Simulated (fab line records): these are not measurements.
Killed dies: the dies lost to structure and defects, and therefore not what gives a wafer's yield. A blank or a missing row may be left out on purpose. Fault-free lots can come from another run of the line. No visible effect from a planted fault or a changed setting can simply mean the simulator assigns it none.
Split-lot trial :: flow n5_finfet :: route with 1938 steps; 7 lots, 21 wafers read

== ON THE SPLIT ==
At N5_BEOL_M4_ETCH_70 (etches SOC in N2/H2, target depth 80 nm, overetch 24 nm, time 130 s), the setting bias_w was moved away from the recipe's 150 W on 8 of the 21 wafers read, by -12.7% to +13.3%. The other wafers ran this setting at the recipe's value.

The split's own step is where the reading is taken.

== THE READING ==
rf_vpp_V, in V, at N5_BEOL_M4_ETCH_70 (etches SOC in N2/H2, target depth 80 nm, overetch 24 nm, time 130 s). Fault-free wafers of this fab line usually give 524.2 V, standard deviation 2.2 V.

wafer: L079.2
tool, chamber at the split: rie_diel-03, 1
bias_w as run, W: 150
against the recipe: recipe
rf_vpp_V, V: 525.8
against lot-mates on the recipe: -

wafer: L079.4
tool, chamber at the split: rie_diel-03, 0
bias_w as run, W: 170
against the recipe: +13.3%
rf_vpp_V, V: 566.7
against lot-mates on the recipe: +40.9

wafer: L079.5
tool, chamber at the split: rie_diel-03, 3
bias_w as run, W: 170
against the recipe: +13.3%
rf_vpp_V, V: 565.4
against lot-mates on the recipe: +39.6

wafer: L084.1
tool, chamber at the split: rie_diel-01, 1
bias_w as run, W: 150
against the recipe: recipe
rf_vpp_V, V: 522.7
against lot-mates on the recipe: -

wafer: L084.4
tool, chamber at the split: rie_diel-01, 3
bias_w as run, W: 134.9
against the recipe: -10.1%
rf_vpp_V, V: 489.3
against lot-mates on the recipe: -34.9

wafer: L084.6
tool, chamber at the split: rie_diel-01, 2
bias_w as run, W: 150
against the recipe: recipe
rf_vpp_V, V: 525.6
against lot-mates on the recipe: -

wafer: L082.2
tool, chamber at the split: rie_diel-04, 1
bias_w as run, W: 130.9
against the recipe: -12.7%
rf_vpp_V, V: 480.7
against lot-mates on the recipe: -44.9

wafer: L082.4
tool, chamber at the split: rie_diel-04, 3
bias_w as run, W: 150
against the recipe: recipe
rf_vpp_V, V: 525.6
against lot-mates on the recipe: -

wafer: L082.5
tool, chamber at the split: rie_diel-04, 1
bias_w as run, W: 130.9
against the recipe: -12.7%
rf_vpp_V, V: 480.3
against lot-mates on the recipe: -45.3

wafer: L080.1
tool, chamber at the split: rie_diel-03, 3
bias_w as run, W: 150
against the recipe: recipe
rf_vpp_V, V: 522.2
against lot-mates on the recipe: -

wafer: L080.2
tool, chamber at the split: rie_diel-03, 0
bias_w as run, W: 150
against the recipe: recipe
rf_vpp_V, V: 521.5
against lot-mates on the recipe: -

wafer: L080.6
tool, chamber at the split: rie_diel-03, 3
bias_w as run, W: 150
against the recipe: recipe
rf_vpp_V, V: 522.8
against lot-mates on the recipe: -

wafer: L092.1
tool, chamber at the split: rie_diel-04, 0
bias_w as run, W: 158.4
against the recipe: +5.6%
rf_vpp_V, V: 537.2
against lot-mates on the recipe: +12.0

wafer: L092.2
tool, chamber at the split: rie_diel-04, 2
bias_w as run, W: 150
against the recipe: recipe
rf_vpp_V, V: 527.1
against lot-mates on the recipe: -

wafer: L092.5
tool, chamber at the split: rie_diel-04, 1
bias_w as run, W: 150
against the recipe: recipe
rf_vpp_V, V: 523.2
against lot-mates on the recipe: -

wafer: L091.1
tool, chamber at the split: rie_diel-04, 3
bias_w as run, W: 150
against the recipe: recipe
rf_vpp_V, V: 525.2
against lot-mates on the recipe: -

wafer: L091.3
tool, chamber at the split: rie_diel-04, 2
bias_w as run, W: 150
against the recipe: recipe
rf_vpp_V, V: 528.4
against lot-mates on the recipe: -

wafer: L091.4
tool, chamber at the split: rie_diel-04, 2
bias_w as run, W: 150
against the recipe: recipe
rf_vpp_V, V: 527.8
against lot-mates on the recipe: -

wafer: L097.2
tool, chamber at the split: rie_diel-03, 3
bias_w as run, W: 133.8
against the recipe: -10.8%
rf_vpp_V, V: 487.0
against lot-mates on the recipe: -35.1

wafer: L097.5
tool, chamber at the split: rie_diel-03, 2
bias_w as run, W: 133.8
against the recipe: -10.8%
rf_vpp_V, V: 488.0
against lot-mates on the recipe: -34.1

wafer: L097.6
tool, chamber at the split: rie_diel-03, 3
bias_w as run, W: 150
against the recipe: recipe
rf_vpp_V, V: 522.1
against lot-mates on the recipe: -

FIT RESULTS
A straight line over all 21 wafers: rf_vpp_V changes by +3.28 V for each +1% of bias_w; r = +0.99; the points scatter about the line by 2.4 V.
The same after taking each lot's own level away (the mean of its wafers on the recipe; 21 wafers): +3.21 V for each +1%; r = +1.00; scatter 2.1 V.
On that fit, the largest move of bias_w shifts the reading by 43 V.
Measured against the standard deviation above, the lots' own levels, which go from 522.10 to 527.13 V, span 2.3 times it.
Hence the lot-to-lot level has little effect on the slope; both slopes agree.
Check: for one of the wafers moved furthest among these (+13.3%), held out of the fit, the line's prediction against its lot-mates is +42.1 V. It came out at +40.9 V against them.
Tool readings at the split's step, against how far the setting was moved: rf_vpp_V r = +0.99.

== OTHER SPLITS ON THESE WAFERS ==
These wafers also went through other splits before the reading. Each is held against what the fit with the lots' levels taken away leaves over:
other split on the same wafers: N5_BEOL_M2_EXPOSE_08 dose_mj
wafers away from the commonest value: 8
r with rf_vpp_V (lot level and that fit taken away): +0.33

other split on the same wafers: N5_BEOL_M2_TRENCH_ETCH_37 bias_w
wafers away from the commonest value: 4
r with rf_vpp_V (lot level and that fit taken away): -0.02

other split on the same wafers: N5_BEOL_M3_ETCH_70 source_w
wafers away from the commonest value: 7
r with rf_vpp_V (lot level and that fit taken away): -0.07

other split on the same wafers: N5_BEOL_M3_ETCH_41 target_depth_a
wafers away from the commonest value: 5
r with rf_vpp_V (lot level and that fit taken away): +0.10

== THE WHOLE CHAIN: every reading that the file lists as answering this split, in the file's order ==
step: N5_BEOL_M4_ETCH_70
what it does: etches SOC in N2/H2, target depth 80 nm, overetch 24 nm, time 130 s
reading: rf_vpp_V
change (the file's fit): +3.23 V for each +1% of the setting
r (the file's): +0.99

step: N5_BEOL_M4_ETCH_70
what it does: etches SOC in N2/H2, target depth 80 nm, overetch 24 nm, time 130 s
reading: SiARC_of_BEOL_M4_COAT_68.thk_nm (the simulator's own value, which no gauge read)
change (the file's fit): -0.0617 nm for each +1% of the setting
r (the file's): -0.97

== FILE'S OWN FIT ==
rf_vpp_V changes by +3.23 V for each +1% of bias_w, r = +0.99.
